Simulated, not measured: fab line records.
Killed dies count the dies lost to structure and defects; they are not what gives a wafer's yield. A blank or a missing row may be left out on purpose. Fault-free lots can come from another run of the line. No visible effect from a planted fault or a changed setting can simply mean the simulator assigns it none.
Split-lot experiment    flow n5_finfet    39 wafers read across 7 lots, on a route 1938 steps long

== ABOUT THE SPLIT ==
At N5_BEOL_M8_ILD_DEP_00 (deposits SiCOH lowk from DEMS/porogen, target thk 179.75 nm, time 33.4 s), the setting time_s was moved away from the recipe's 33.4 s on 15 of the 39 wafers read, by -51.1% to -33.5%. For the rest of the wafers, this setting stayed at what the recipe calls for.

== THE PATH FROM SPLIT TO READING: the file shows 1 step between them ==
- N5_BEOL_M8_CURE_74: cures SiCOH lowk, time 240 s

== THE READING ==
Values of M8_ILD_THK in nm from N5_BEOL_M8_THK_MEAS_01. Fault-free wafers of this fab line usually give 155.9 nm, standard deviation 2 nm.

wafer   tool, chamber at the split  time_s as run, s  against the recipe  M8_ILD_THK, nm  against lot-mates on the recipe
L075.1  pecvd-04, 1                 33.4              recipe              152.2           -
L075.2  pecvd-04, 2                 33.4              recipe              152.7           -
L075.3  pecvd-04, 0                 33.4              recipe              153.9           -
L075.4  pecvd-04, 2                 33.4              recipe              156.3           -
L075.5  pecvd-04, 1                 33.4              recipe              154.0           -
L075.6  pecvd-04, 0                 33.4              recipe              156.3           -
L085.3  pecvd-04, 1                 33.4              recipe              153.6           -
L085.5  pecvd-04, 1                 33.4              recipe              156.7           -
L085.6  pecvd-04, 2                 33.4              recipe              157.5           -
L089.1  pecvd-04, 0                 16.85             -49.6%              76.7            -77.5
L089.2  pecvd-04, 1                 33.4              recipe              152.7           -
L089.3  pecvd-04, 2                 33.4              recipe              153.8           -
L089.4  pecvd-04, 1                 33.4              recipe              156.2           -
L089.5  pecvd-04, 0                 16.85             -49.6%              80.1            -74.1
L089.6  pecvd-04, 2                 16.85             -49.6%              80.0            -74.2
L092.1  pecvd-04, 1                 22.2              -33.5%              102.3           -54.2
L092.2  pecvd-04, 0                 22.2              -33.5%              104.1           -52.4
L092.3  pecvd-04, 2                 33.4              recipe              154.2           -
L092.4  pecvd-04, 1                 33.4              recipe              157.1           -
L092.5  pecvd-04, 0                 33.4              recipe              158.1           -
L092.6  pecvd-04, 2                 22.2              -33.5%              104.7           -51.8
L094.1  pecvd-02, 0                 16.32             -51.1%              78.4            -78.7
L094.2  pecvd-02, 1                 16.32             -51.1%              80.0            -77.1
L094.3  pecvd-02, 2                 33.4              recipe              153.4           -
L094.4  pecvd-02, 0                 33.4              recipe              160.1           -
L094.5  pecvd-02, 2                 16.32             -51.1%              76.3            -80.8
L094.6  pecvd-02, 1                 33.4              recipe              157.7           -
L093.1  pecvd-02, 2                 21.11             -36.8%              101.1           -58.2
L093.2  pecvd-02, 0                 21.11             -36.8%              101.0           -58.3
L093.3  pecvd-02, 1                 33.4              recipe              158.3           -
L093.4  pecvd-02, 0                 33.4              recipe              160.0           -
L093.5  pecvd-02, 2                 33.4              recipe              159.5           -
L093.6  pecvd-02, 1                 21.11             -36.8%              103.1           -56.2
L096.1  pecvd-04, 0,1               33.4              recipe              154.8           -
L096.2  pecvd-04, 2                 21.2              -36.5%              98.5            -56.7
L096.3  pecvd-04, 1                 21.2              -36.5%              97.4            -57.8
L096.4  pecvd-04, 0                 21.2              -36.5%              100.6           -54.6
L096.5  pecvd-04, 0,1               33.4              recipe              154.9           -
L096.6  pecvd-04, 2                 33.4              recipe              156.0           -
Rows listing several chambers each stand for several wafers; the file does not say which wafer went through which chamber.

FIT RESULTS
A straight line over all 39 wafers: M8_ILD_THK changes by +1.53 nm for each +1% of time_s; r = +1.00; the points scatter about the line by 2.2 nm.
The same after taking each lot's own level away (the mean of its wafers on the recipe; 39 wafers): +1.54 nm for each +1%; r = +1.00; scatter 1.6 nm.
On that fit, the largest move of time_s shifts the reading by 79 nm.
The span of the lots' own levels, 154.23 to 159.27 nm, comes to 2.5 times the standard deviation stated above.
The two slopes agree, so the slope changes little with the lot-to-lot level.
Check: with one of the wafers moved furthest among these (-51.1%) left out of the fit, the line predicts -78.9 nm for it against its lot-mates. It came out at -78.7 nm against them.

== THE WHOLE CHAIN: every reading that the file lists as answering this split, in the file's order ==
step                    what it does                                                              reading                                                                                   change (the file's fit)               r (the file's)
N5_BEOL_M8_ILD_DEP_00   deposits SiCOH lowk from DEMS/porogen, target thk 179.75 nm, time 33.4 s  SiCOH_lowk_of_BEOL_M8_ILD_DEP_00.thk_nm (the simulator's own value, which no gauge read)  +1.78 nm for each +1% of the setting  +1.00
N5_BEOL_M8_CURE_74      cures SiCOH lowk, time 240 s                                              SiCOH_lowk_of_BEOL_M8_ILD_DEP_00.thk_nm (the simulator's own value, which no gauge read)  +1.54 nm for each +1% of the setting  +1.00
N5_BEOL_M8_THK_MEAS_01                                                                            M8_ILD_THK                                                                                +1.54 for each +1% of the setting     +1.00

== FILE'S OWN FIT ==
M8_ILD_THK changes by +1.54 nm for each +1% of time_s, r = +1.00.
